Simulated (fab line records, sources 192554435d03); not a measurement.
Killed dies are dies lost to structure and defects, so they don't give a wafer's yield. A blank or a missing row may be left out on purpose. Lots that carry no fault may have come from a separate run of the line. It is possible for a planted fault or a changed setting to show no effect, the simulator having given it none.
Chamber matching	flow n5-finfet	3 sister chambers for N5_BEOL_M5_DEP_56 on pecvd-02
The step deposits SiCN from 3MS/NH3, target thk 8 nm, time 14 s. 20 wafers are shown with their chamber, then 10 later ones without.

WAFERS WITH THEIR CHAMBER
wafer	chamber	throttle-valve-pct (%)	showerhead-plenum-p-Torr (Torr)
L074.3	1	8.9	3.642
L074.4	2	8.1	3.673
L074.6	0	9.5	3.662
L077.1	1	9.0	3.647
L077.2	2	8.1	3.681
L077.6	1	9.0	3.648
L081.1	2	8.1	3.674
L081.3	0	9.4	3.657
L081.6	2	8.0	3.680
L080.1	0	9.4	3.658
L080.2	2	8.3	3.686
L080.3	1	9.1	3.634
L083.3	0	9.3	3.662
L083.4	0	9.7	3.654
L083.6	1	8.9	3.647
L087.1	1	9.2	3.651
L087.4	1	9.0	3.645
L087.5	2	7.9	3.674
L091.2	2	8.3	3.677
L091.4	1	9.1	3.648

SIGNATURES (means of the wafers above)
reading	chamber 0	chamber 1	chamber 2	scatter within a chamber
throttle-valve-pct	9.460	9.025	8.114	0.132
showerhead-plenum-p-Torr	3.65860	3.64525	3.67786	0.00469
Rule: for each reading, subtract the chamber's mean from the wafer's reading, divide by that reading's scatter and square the result; add these up over the readings and take the root, which gives the wafer's distance from the chamber. The wafer belongs to the nearest chamber; if the next one is less than 2 further off, it can't be placed. The scatter: take each reading less its chamber's mean, square it, sum over the shown wafers, divide by the number of wafers less the number of chambers, and take the root.

WAFERS WITH NO CHAMBER GIVEN
wafer	throttle-valve-pct (%)	showerhead-plenum-p-Torr (Torr)
L091.5	9.5	3.656
L094.3	9.1	3.642
L094.4	8.2	3.679
L094.5	9.5	3.665
L096.1	8.8	3.645
L096.2	9.5	3.665
L096.3	8.2	3.678
L096.4	9.6	3.666
L096.5	8.1	3.674
L096.6	8.7	3.641

WHICH CHAMBER EACH ONE RAN IN
wafer	from the rows above	in truth
L091.5	0	0
L094.3	1	1
L094.4	2	2
L094.5	0	0
L096.1	1	1
L096.2	0	0
L096.3	2	2
L096.4	0	0
L096.5	2	2
L096.6	1	1
Correctly placed: 10 of 10. Left unplaced by these rows: 0. Wrongly placed: 0.
